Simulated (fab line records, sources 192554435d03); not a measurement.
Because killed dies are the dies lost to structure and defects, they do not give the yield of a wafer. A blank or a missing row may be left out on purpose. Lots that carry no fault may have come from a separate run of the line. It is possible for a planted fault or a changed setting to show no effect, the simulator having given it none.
A struck lot beside a sound one | flow n5_finfet | 41 out of 1938 route steps
Sound: these wafers, L750.1, L750.2, L750.4. Struck: wafer L737.5 (left out: L737.3, L737.4 of the same lot, which were not struck); the cause appears at the end.
At each step with rows: each side's tool, then ch and its chambers, then its first start. Under that, the readings that differ: sound wafers | struck wafers | difference of the means | sigmas: that difference in standard deviations of wafers without a fault.
alike: readings whose means differ by less than 2 such deviations, and words and numbers that are the same on both sides. not compared: withheld readings, readings that some wafer has no value for, bounds like >300 that may hide the same value, and numbers for which the record gives no deviation and whose values overlap.
The two part at a step that has a row with sigmas, a row that says differs or no value, or rows on one side only. Numbers that don't overlap but have no deviation are shown without sigmas and don't part them. Lack of a reading on every wafer of one side parts them only where that side has two or more wafers.

first, 9 steps without rows for these wafers: N5_BEOL_M0_SAQP_EXPOSE_11 (exposes mask M0 CORE, target cd 42 nm); N5_BEOL_M0_SAQP_PEB_12 (peb time 60 s); N5_BEOL_M0_SAQP_DEVELOP_13 (develop time 30 s); N5_BEOL_M0_SAQP_DESCUM_19 (chemistry O2, time 7.9 s); N5_BEOL_M0_SAQP_ETCH_83 (etches SiARC in CF4, target depth 39 nm, time 65 s); N5_BEOL_M0_SAQP_ETCH_84 (etches SOC in N2/H2, target depth 100 nm, overetch 20 nm, time 150 s); N5_BEOL_M0_SAQP_STRIP_80 (strips in N2/H2); N5_BEOL_M0_SAQP_HM_OPEN_112 (chemistry CHF3/O2, target SiO2, stops on a-Si, target depth 12 nm, time 13.5 s); N5_BEOL_M0_SAQP_STRIP_113 (strips in CHF3/O2).
N5_BEOL_M0_SAQP_MANDREL_ETCH_20: etches a-Si in HBr/Cl2, stops on SiNx, target depth 60 nm, bt time 10 s, time 30 s.
  sound on rie_si-02 ch 0,1,2, day 11 01:11; struck on rie_si-05 ch 2, day 7 18:59
  alike: drypump_motor_current_A, he_backside_leak_sccm, oes_product_au, throttle_valve_pct
  not compared: rf_hours_counter_h
then, 27 steps without rows for these wafers: N5_BEOL_M0_SAQP_STRIP_86 (strips in N2/H2); N5_BEOL_M0_SAQP_STRIP_115 (strips in post etch residue remover, time 60 s); N5_BEOL_M0_SAQP_SRD_93 (time 30 s); N5_BEOL_M0_SAQP_RECESS_114 (chemistry HF/NH3, target SiO2, target depth 14.4 nm, afs cycles 3, sublimation time 60 s); N5_BEOL_M0_SAQP_SPACER1_ALD_98 (deposits SiO2, target thk 12.8 nm, pulse time 1 s, purge time 2 s); N5_BEOL_M0_SAQP_SPACER1_ETCHBACK_99 (etches SiO2 in CHF3/O2, target depth 15.4 nm, time 7.7 s); N5_BEOL_M0_SAQP_MANDREL1_REMOVE_100 (chemistry HBr/Cl2/O2, target a-Si, stops on SiNx, bt time 10 s); N5_BEOL_M0_SAQP_ETCH_101 (etches SiNx in CH3F/O2, target depth 29.9 nm, time 42.7 s); N5_BEOL_M0_SAQP_ETCH_102 (etches SiO2 in CF4, target depth 4 nm, time 4.4 s); N5_BEOL_M0_SAQP_MANDREL_ETCH_103 (etches a-Si in HBr/Cl2, stops on SiCN, target depth 45 nm, bt time 10 s, time 27 s); N5_BEOL_M0_SAQP_RECESS_104 (chemistry HF/NH3, target SiO2, target depth 18 nm, afs cycles 3, sublimation time 60 s); N5_BEOL_M0_SAQP_COAT_105 (time 60 s, resist thk 100 nm); N5_BEOL_M0_SAQP_ETCH_106 (etches SOC in N2/H2, stops on SiNx, target depth 150 nm); N5_BEOL_M0_SAQP_ETCH_107 (etches SiNx in CH3F/O2, target depth 30 nm); N5_BEOL_M0_SAQP_STRIP_108 (strips in N2/H2); N5_BEOL_M0_SAQP_RECESS_109 (chemistry HF/NH3, target SiO2, target depth 3 nm, afs cycles 1, sublimation time 60 s); N5_BEOL_M0_SAQP_SPACER2_ALD_26 (deposits SiO2, target thk 15 nm, pulse time 1 s, purge time 2 s); N5_BEOL_M0_SAQP_SPACER2_ETCHBACK_27 (etches SiO2 in CHF3/O2, target depth 22.5 nm, time 11.25 s); N5_BEOL_M0_SAQP_MANDREL2_REMOVE_110 (chemistry HBr/Cl2/O2, target a-Si, stops on SiCN, bt time 10 s); N5_BEOL_M0_SAQP_COAT_69 (time 60 s, resist thk 90 nm); N5_BEOL_M0_SAQP_COAT_72 (time 60 s, resist thk 15 nm); N5_BEOL_M0_SAQP_COAT_87 (time 60 s, resist thk 5 nm); N5_BEOL_M0_SAQP_COAT_34 (resist thk 30 nm); N5_BEOL_M0_SAQP_EBR_36; N5_BEOL_M0_SAQP_SOFTBAKE_35 (time 60 s); N5_BEOL_M0_SAQP_EXPOSE_37 (exposes mask M0 CUT1, target cd 30 nm); N5_BEOL_M0_SAQP_PEB_38 (peb time 60 s).
N5_BEOL_M0_SAQP_INSPECT_42: inspects for defects (brightfield).
  struck on defect_inspect-02, day 7 22:29; sound on defect_inspect-02, day 11 06:53
  reading          | sound       | struck | difference | sigmas
  raw_defect_count | 343 243 441 | 1506   | +1164      | +14
N5_BEOL_M0_CUTY_INSPECT_59: inspects for defects (macro).
  struck on defect_inspect-02, day 8 00:04; sound on defect_inspect-01, day 11 08:29
  reading          | sound | struck | difference | sigmas
  raw_defect_count | 1 2 3 | >300   | differs    |
-- a jump in the record: the struck wafers' starts before and after are 2 days apart (it breaks off in module BEOL_M0_CUTY and resumes in module BEOL_M4, where the first step shown is number 1111 of the route) --
N5_BEOL_M4_RC_MEAS_101:
  sound on prober-02 ch 0, day 13 20:50; struck on prober-01 ch 0, day 10 02:50
  reading       | sound          | struck | difference | sigmas
  DIBL_P (mV/V) | 35.6 31.9 33.2 | 38.0   | +4.4       | +2
  SS_P (mV/dec) | 72.7 72.6 73.0 | 74.4   | +1.6       | +2
  alike: DIBL_N, IOFF_N, IOFF_P, ION_N, ION_P, SS_N, VT_N, VT_P
-- the record jumps here: 4 days lie between the struck wafers' starts before and after (it left off in module BEOL_M4 and takes up again in module PASSIVATION, whose first step shown is number 1936 of the route) --
N5_PASSIVATION_PROBE_49:
  struck on prober-02, day 14 13:58; sound on prober-01, day 18 14:41
  reading                  | sound | struck | difference | sigmas
  defect_limited_yield (%) | 91.6  | 79.4   | -12.2      | -8
  killed_at_M0_to_M3       | 39    | 164    | +125       | +14
  killed_at_front_end      | 32    | 56     | +24        | +2
  killed_dies              | 99    | 243    | +144       | +8
  killed_on_rim            | 12    | 24     | +12        | +3
  sort_bin_5_function (%)  | 5.3   | 11.6   | +6.3       | +7
  sort_bin_6_memory (%)    | 2.9   | 4.7    | +1.8       | +3
  sort_n_pass              | 1081  | 937    | -144       | -8
  sort_yield_pct (%)       | 91.6  | 79.4   | -12.2      | -8
  alike: killed_at_M4_up, killed_at_contacts, killed_at_other, killed_open, killed_short

## WHERE THEY PART
Last at N5_PASSIVATION_PROBE_49 as far as this record goes, first at N5_BEOL_M0_SAQP_INSPECT_42.

WHY: what had been put in by the simulator
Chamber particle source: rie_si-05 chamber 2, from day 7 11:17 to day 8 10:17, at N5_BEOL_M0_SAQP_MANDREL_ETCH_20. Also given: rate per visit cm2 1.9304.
